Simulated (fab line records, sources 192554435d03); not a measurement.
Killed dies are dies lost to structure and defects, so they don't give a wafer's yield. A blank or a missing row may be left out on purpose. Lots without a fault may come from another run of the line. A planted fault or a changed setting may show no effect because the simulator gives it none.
Split-lot experiment | flow n5_finfet | 7 lots, 39 wafers read, on a route of 1938 steps

THE SPLIT
At N5_BEOL_M0_CUTY_DESCUM_61 (chemistry O2, time 7.9 s), the setting time_s was moved away from the recipe's 7.9 s on 6 of the 39 wafers read, by -37.1% to +44.4%. The other wafers ran this setting at the recipe's value.

The reading is taken at the split's own step.

THE READING
CAR-ArF-block_of_BEOL_M0_CUTY_COAT_51.thk_nm (the simulator's own value, which no gauge read), in nm, at N5_BEOL_M0_CUTY_DESCUM_61 (chemistry O2, time 7.9 s). The file gives no usual value for it. The 33 wafers here that ran the recipe average 143.8 nm, standard deviation 0.4 nm.

wafer  | tool, chamber at the split | time_s as run, s | against the recipe | CAR-ArF-block_of_BEOL_M0_CUTY_COAT_51.thk_nm, nm | against lot-mates on the recipe
L075.1 | rie_diel-03, 2,3           | 7.9              | recipe             | 143.8                                            | -
L075.2 | rie_diel-03, 2,3           | 7.9              | recipe             | 143.8                                            | -
L075.3 | rie_diel-03, 0,3           | 7.9              | recipe             | 144                                              | -
L075.5 | rie_diel-03, 0,3           | 7.9              | recipe             | 144                                              | -
L075.4 | rie_diel-03, 2             | 7.9              | recipe             | 143.4                                            | -
L075.6 | rie_diel-03, 0             | 7.9              | recipe             | 143.6                                            | -
L077.1 | rie_diel-01, 3             | 7.9              | recipe             | 144                                              | -
L077.2 | rie_diel-01, 1,1,3         | 7.9              | recipe             | 144.2                                            | -
L077.3 | rie_diel-01, 1,1,3         | 7.9              | recipe             | 144.2                                            | -
L077.4 | rie_diel-01, 1,1,3         | 7.9              | recipe             | 144.2                                            | -
L077.5 | rie_diel-01, 3             | 7.9              | recipe             | 144.6                                            | -
L077.6 | rie_diel-01, 1             | 7.9              | recipe             | 144.4                                            | -
L079.1 | rie_diel-03, 3             | 7.9              | recipe             | 144.2                                            | -
L079.3 | rie_diel-03, 2             | 7.9              | recipe             | 144                                              | -
L079.4 | rie_diel-03, 0             | 7.9              | recipe             | 144.4                                            | -
L080.1 | rie_diel-03, 1,3           | 7.9              | recipe             | 143.6                                            | -
L080.6 | rie_diel-03, 1,3           | 7.9              | recipe             | 143.6                                            | -
L080.2 | rie_diel-03, 2             | 7.9              | recipe             | 143.8                                            | -
L080.3 | rie_diel-03, 0,2           | 7.9              | recipe             | 143.4                                            | -
L080.5 | rie_diel-03, 0,2           | 7.9              | recipe             | 143.4                                            | -
L080.4 | rie_diel-03, 3             | 7.9              | recipe             | 143.2                                            | -
L087.1 | rie_diel-03, 2,0           | 7.9              | recipe             | 144                                              | -
L087.4 | rie_diel-03, 2,0           | 7.9              | recipe             | 144                                              | -
L087.2 | rie_diel-03, 1,3           | 7.9              | recipe             | 143.8                                            | -
L087.6 | rie_diel-03, 1,3           | 7.9              | recipe             | 143.8                                            | -
L087.3 | rie_diel-03, 3             | 7.9              | recipe             | 143.4                                            | -
L087.5 | rie_diel-03, 0             | 7.9              | recipe             | 143.6                                            | -
L088.1 | rie_diel-01, 3             | 11.41            | +44.4%             | 141                                              | -2.5
L088.2 | rie_diel-01, 2             | 11.41            | +44.4%             | 140.8                                            | -2.7
L088.3 | rie_diel-01, 1             | 11.41            | +44.4%             | 141.8                                            | -1.7
L088.4 | rie_diel-01, 0,3           | 7.9              | recipe             | 143.4                                            | -
L088.6 | rie_diel-01, 0,3           | 7.9              | recipe             | 143.4                                            | -
L088.5 | rie_diel-01, 0             | 7.9              | recipe             | 143.6                                            | -
L094.1 | rie_diel-03, 0             | 7.9              | recipe             | 143.6                                            | -
L094.2 | rie_diel-03, 2             | 7.9              | recipe             | 143.4                                            | -
L094.3 | rie_diel-03, 1             | 4.968            | -37.1%             | 144.4                                            | +1.2
L094.4 | rie_diel-03, 2             | 4.968            | -37.1%             | 144.8                                            | +1.6
L094.5 | rie_diel-03, 1             | 4.968            | -37.1%             | 144.6                                            | +1.4
L094.6 | rie_diel-03, 0             | 7.9              | recipe             | 142.6                                            | -
Where a row lists several chambers, the file gives one row for several wafers and doesn't say which wafer went through which chamber.

THE FIT
A straight line over all 39 wafers: CAR-ArF-block_of_BEOL_M0_CUTY_COAT_51.thk_nm changes by -0.043 nm for each +1% of time_s; r = -0.83; the points scatter about the line by 0.48 nm.
The same after taking each lot's own level away (the mean of its wafers on the recipe; 39 wafers): -0.0455 nm for each +1%; r = -0.94; scatter 0.27 nm.
On that fit, the largest move of time_s shifts the reading by 2 nm.
The lots' own levels span 143.20 to 144.27 nm, that is 2.6 times the standard deviation above.
So the lot-to-lot level changes the slope little: the two slopes agree.
Check: with one of the wafers moved furthest among these (+44.4%) left out of the fit, the line predicts -1.95 nm for it against its lot-mates. It came out at -2.47 nm against them.

OTHER SPLITS ON THESE WAFERS
These wafers also went through other splits before the reading. Each is held against what the fit with the lots' levels taken away leaves over:
other split on the same wafers    | wafers away from the commonest value | r with CAR-ArF-block_of_BEOL_M0_CUTY_COAT_51.thk_nm (lot level and that fit taken away)
N5_DUMMY_GATE_ETCH_32 time_s      | 12                                   | -0.03
N5_SDB_ETCH_25 time_s             | 12                                   | +0.12
N5_BEOL_M0_SAQP_ILD_DEP_01 time_s | 15                                   | -0.28

THE FILE'S OWN FIT
CAR-ArF-block_of_BEOL_M0_CUTY_COAT_51.thk_nm changes by -0.0456 nm for each +1% of time_s, r = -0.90.
